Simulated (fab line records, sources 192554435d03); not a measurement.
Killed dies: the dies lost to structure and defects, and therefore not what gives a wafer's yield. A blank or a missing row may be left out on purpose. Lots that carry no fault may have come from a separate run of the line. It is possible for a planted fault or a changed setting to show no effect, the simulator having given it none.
A lot that was struck, set against a sound lot + flow n5Finfet + 26 out of 1938 route steps
Sound: the wafers L261.3, L261.6. The struck wafers were L268.1, L268.4, L268.5. At the end, the cause is stated.
For every step that has rows: the tool of each side, followed by ch and its chambers, followed by its first start. Under that, the readings that differ: sound wafers + struck wafers + difference of the means + sigmas: that difference in standard deviations of wafers without a fault.
alike: words and numbers the same on both sides, and readings whose means are apart by under 2 such deviations; not compared: readings that were withheld, readings missing a value for some wafer, numbers with overlapping values and no deviation given by the record, and bounds like >300 which may hide the same value.
The two part at a step that has a row with sigmas, a row that says differs or no value, or rows on one side only. When numbers do not overlap yet have no deviation, they are printed without sigmas and do not part them. A reading missing from all wafers of one side parts the sides only when that side holds two or more wafers.

first, 4 steps without rows for these wafers: N5_ZERO_LAYER_EXPOSE_08 (exposes mask ZERO, defocus 0 nm, target cd 2000 nm); N5_ZERO_LAYER_PEB_09; N5_ZERO_LAYER_DEVELOP_10 (develop time 60 s); N5_ZERO_LAYER_HARDBAKE_23 (time 120 s).
N5_ZERO_LAYER_CD_MEAS_11: the cd target is 2000 nm.
  sound on cdSem-01 ch 0, day 3 18:46; struck on cdSem-01 ch 0, day 5 12:46
  alike: cdNm
N5_ZERO_LAYER_DESCUM_16: chemistry O2, time 7.9 s.
  sound on rieDiel-04 ch 2,3, day 3 19:34; struck on rieDiel-02 ch 1,3, day 5 12:49
| reading                      | sound     | struck         | difference | sigmas |
|------------------------------|-----------|----------------|------------|--------|
| showerheadPlenumPTorr (Torr) | 2.18 2.20 | 2.05 2.08 2.08 | -0.12      | -2     |
  alike: drypumpMotorCurrentA, oesProductAu, rfFwdPowerW, rfVppV, throttleValvePct
  not compared: rfHoursCounterH
N5_ZERO_LAYER_ETCH_17: etches SiO2 in CF4, target depth 12 nm, time 13.3 s.
  sound on rieDiel-04 ch 2,3, day 3 19:36; struck on rieDiel-02 ch 1,3, day 5 12:50
| reading                      | sound     | struck         | difference | sigmas |
|------------------------------|-----------|----------------|------------|--------|
| showerheadPlenumPTorr (Torr) | 2.24 2.28 | 2.13 2.13 2.13 | -0.13      | -2     |
  alike: drypumpMotorCurrentA, oesProductAu, rfFwdPowerW, rfVppV, throttleValvePct
  not compared: rfHoursCounterH
N5_ZERO_LAYER_ETCH_18: etches Si in HBr/Cl2, target depth 120 nm, time 40 s.
  sound on rieSi-01 ch 0,3, day 3 19:40; struck on rieSi-04 ch 0,1,2, day 5 12:55
  alike: HBr_flow_sccm, drypumpMotorCurrentA, oesProductAu, rfFwdPowerW, throttleValvePct
  not compared: rfHoursCounterH
N5_ZERO_LAYER_STRIP_24: strips in O2.
  sound on plasmaAsher-01 ch 0, day 3 19:48; struck on plasmaAsher-02 ch 0,1, day 5 13:01
| reading                  | sound   | struck      | difference | sigmas |
|--------------------------|---------|-------------|------------|--------|
| drypumpMotorCurrentA (A) | 5.2 5.3 | 6.6 6.6 5.9 | +1.1       | +2     |
  alike: heaterPowerW, oesProductAu, stripTimeToEndpointS
  not compared: rfHoursCounterH
then, 1 step without rows for these wafers: N5_ZERO_LAYER_STRIP_19 (strips in SPM, time 900 s).
N5_ZERO_LAYER_INSPECT_20: inspects for defects (darkfield).
  sound: defectInspect-01 at day 3 20:08; struck: defectInspect-02 at day 5 13:23
  alike: rawDefectCount
then, 1 step without rows for these wafers: N5_WELL_APT_HMDS_01 (time 60 s).
N5_WELL_APT_COAT_02: resist thk 950 nm.
  sound on lithoTrack-03 ch 0, day 3 20:11; struck on lithoTrack-05 ch 0, day 5 13:25
| reading                                   | sound         | struck               | difference | sigmas |
|-------------------------------------------|---------------|----------------------|------------|--------|
| spinSpeedRpm (rpm)                        | 1357.2 1358.2 | 1322.9 1322.7 1322.6 | -35.0      | -38    |
| model.coat_of_WELL_APT_COAT_02.thkNm (nm) | 954.4 952.4   | 965.7 960.7 963.3    | +9.8       |        |
then, 6 steps without rows for these wafers: N5_WELL_APT_EBR_04; N5_WELL_APT_SOFTBAKE_03 (time 60 s); N5_WELL_APT_EXPOSE_05 (exposes mask NWELL, defocus 0 nm, target cd 200 nm); N5_WELL_APT_PEB_06 (peb time 90 s); N5_WELL_APT_DEVELOP_07 (develop time 45 s); N5_WELL_APT_HARDBAKE_12 (time 120 s).
N5_WELL_APT_CD_MEAS_08: the cd target is 200 nm.
  sound on cdSem-03 ch 0, day 3 20:27; struck on cdSem-01 ch 0, day 5 13:41
  alike: cdNm
N5_WELL_APT_OVL_MEAS_09:
  sound on overlay-01 ch 0, day 3 20:29; struck on overlay-01 ch 0, day 5 13:43
  alike: NWELL_OVL
N5_WELL_APT_INSPECT_10: inspects for defects (macro).
  sound: defectInspect-01 at day 3 20:30; struck: defectInspect-02 at day 5 13:45
  alike: rawDefectCount
N5_WELL_APT_DESCUM_13: chemistry O2, time 7.9 s.
  sound on rieDiel-06 ch 1,3, day 3 20:32; struck on rieDiel-01 ch 0,2,3, day 5 14:05
| reading                                   | sound       | struck            | difference | sigmas |
|-------------------------------------------|-------------|-------------------|------------|--------|
| model.coat_of_WELL_APT_COAT_02.thkNm (nm) | 936.3 934.3 | 947.5 942.6 945.2 | +9.8       |        |
  alike: drypumpMotorCurrentA, oesProductAu, rfFwdPowerW, rfVppV, showerheadPlenumPTorr, throttleValvePct
  not compared: rfHoursCounterH
after that, 1 step had no rows for these wafers: N5_WELL_APT_IMPLANT_14.
-- the record jumps here: 7 days lie between the struck wafers' starts before and after (it left off in module WELL_APT and takes up again in module BEOL_M4, whose first step shown is number 1111 of the route) --
N5_BEOL_M4_RC_MEAS_101:
  sound on prober-01 ch 0, day 11 03:53; struck on prober-02 ch 0, day 12 05:37
  alike: DIBL_N, DIBL_P, IOFF_N, IOFF_P, ION_N, ION_P, SS_N, SS_P, VT_N, VT_P
-- record jumps: 4 days separate the struck wafers' starts on either side; left off in module BEOL_M4, taken up again in module PASSIVATION, whose first shown step is the route's number 1936 --
N5_PASSIVATION_PROBE_49:
  sound: prober-02 at day 15 10:56; struck: prober-01 at day 16 12:35
| reading         | sound | struck   | difference | sigmas |
|-----------------|-------|----------|------------|--------|
| killed_at_M4_up | 5 12  | 21 23 23 | +14        | +2     |
  alike: defectLimitedYield, killed_at_M0_to_M3, killedAtContacts, killedAtFrontEnd, killedAtOther, killedDies, killedOpen, killedShort, sort_bin_4_leakage, sort_bin_5_function, sort_bin_6_memory, sortNPass, sortYieldPct

WHERE THEY PART
First at N5_ZERO_LAYER_DESCUM_16; last, within this record, at N5_PASSIVATION_PROBE_49.

WHY: the cause the simulator had injected
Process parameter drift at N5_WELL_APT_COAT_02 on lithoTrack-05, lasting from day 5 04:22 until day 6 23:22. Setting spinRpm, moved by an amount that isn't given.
